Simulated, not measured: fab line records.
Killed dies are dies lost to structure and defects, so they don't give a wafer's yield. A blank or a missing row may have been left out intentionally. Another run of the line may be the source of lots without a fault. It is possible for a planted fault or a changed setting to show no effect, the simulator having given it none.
Which of the tools did it? -- flow n5-finfet -- 12 lots, 36 wafers sampled, at 5 steps of a route of 1938

## WHAT EACH GAUGE READ, for each wafer
N5_HKMG_FIN_OVL_MEAS_13.
lot,measured,on,NWFM_OVL (nm)
L075,day 4 10:25,overlay-01,-0.3 -0.4 -1.1
L077,day 4 21:22,overlay-01,-0.2 -1.0 -0.8
L079,day 5 10:38,overlay-01,1.3 -0.5 -0.2
L081,day 6 01:42,overlay-02,0.2 1.1 -1.1
L083,day 6 13:33,overlay-02,1.2 -0.2 0.3
L085,day 7 04:15,overlay-02,0.2 -1.7 -0.8
L087,day 7 14:09,overlay-02,-0.8 0.4 -0.1
L089,day 7 20:55,overlay-02,-1.5 -0.9 -0.6
L091,day 8 09:38,overlay-02,-1.0 0.3 -1.4
L093,day 8 19:36,overlay-01,-0.1 0.4 0.8
L095,day 9 08:14,overlay-01,-1.8 -1.6 -1.6
L097,day 9 20:05,overlay-01,0.7 1.3 0.0

## WHICH TOOL RAN EACH LOT (tool, then ch and the chambers of the sampled wafers, then the start)
lot,N5_SD_EPI_P_ETCH_47,N5_SD_ACTIVATION_RTA_00,N5_HKMG_FIN_ETCH_58,N5_HKMG_FIN_ALD_79
L075,"rie-diel-06 ch 0,2, day 3 12:28","rtp-anneal-02 ch 0, day 3 16:32","rie-diel-02 ch 0,1, day 4 07:31","ald-metal-01 ch 0,1,3, day 4 08:36"
L077,"rie-diel-03 ch 0,1,2, day 4 01:37","rtp-anneal-02 ch 0, day 4 04:54","rie-diel-04 ch 0,1, day 4 18:21","ald-metal-02 ch 0,2,3, day 4 19:25"
L079,"rie-diel-03 ch 0,1,2, day 4 11:35","rtp-anneal-02 ch 0, day 4 14:53","rie-diel-04 ch 1,2, day 5 07:38","ald-metal-02 ch 0,2, day 5 08:42"
L081,"rie-diel-06 ch 0,3, day 5 05:35","rtp-anneal-02 ch 0, day 5 08:54","rie-diel-02 ch 0,1, day 5 22:41","ald-metal-03 ch 0,1,3, day 5 23:45"
L083,"rie-diel-06 ch 1,2,3, day 5 17:22","rtp-anneal-02 ch 0, day 5 20:36","rie-diel-04 ch 1,2,3, day 6 10:38","ald-metal-03 ch 1,2, day 6 11:41"
L085,"rie-diel-06 ch 0,2, day 6 07:25","rtp-anneal-01 ch 0, day 6 11:31","rie-diel-04 ch 1,2,3, day 7 01:10","ald-metal-02 ch 0,2,3, day 7 02:14"
L087,"rie-diel-06 ch 0,1,2, day 6 15:12","rtp-anneal-01 ch 0, day 6 18:26","rie-diel-04 ch 0,3, day 7 11:16","ald-metal-02 ch 1,2, day 7 12:20"
L089,"rie-diel-03 ch 0,1, day 7 00:53","rtp-anneal-01 ch 0, day 7 04:12","rie-diel-02 ch 1,2,3, day 7 17:52","ald-metal-03 ch 0,1, day 7 18:55"
L091,"rie-diel-06 ch 1,2,3, day 7 13:38","rtp-anneal-01 ch 0, day 7 16:55","rie-diel-02 ch 0,1, day 8 06:37","ald-metal-02 ch 0,1, day 8 07:41"
L093,"rie-diel-01 ch 1,2,3, day 7 22:19","rtp-anneal-02 ch 0, day 8 01:43","rie-diel-04 ch 1,2, day 8 16:35","ald-metal-02 ch 0,3, day 8 17:39"
L095,"rie-diel-01 ch 1,2,3, day 8 12:44","rtp-anneal-01 ch 0, day 8 16:00","rie-diel-04 ch 1,2, day 9 05:22","ald-metal-01 ch 0,1, day 9 06:25"
L097,"rie-diel-06 ch 0,1,3, day 8 23:19","rtp-anneal-02 ch 0, day 9 02:36","rie-diel-04 ch 0,2,3, day 9 16:52","ald-metal-02 ch 0,1,2, day 9 17:58"
- N5_SD_EPI_P_ETCH_47: etches SiOCN in CH3F/O2, target depth 25 nm.
- N5_SD_ACTIVATION_RTA_00: time 0 s.
- N5_HKMG_FIN_ETCH_58: etches SOC in N2/H2, target depth 215.8 nm, time 741 s.
- N5_HKMG_FIN_ALD_79: deposits TiN, target thk 1.5 nm, pulse time 1 s, purge time 3 s.

## THE ANSWER, worked out from the rows above alone
Rule: what is usual is taken from the lots themselves. The widest of any qualifying gaps counts: lots, ordered by their means at a reading, are off when they make up no more than a third of the lots, leave a main group of 4 or more, and stand apart from it by 3 or more times the standard deviation of that group's means. Not used: any main group whose means are identical at the precision the tables above print for the reading. A lot without any number at a reading at which 4 lots or more have one is off too. Any other lot the step has rows for is counted as sound.
No lot is off on any of the readings shown, so nothing can be concluded from this.

## WHAT THE SIMULATOR PUT IN
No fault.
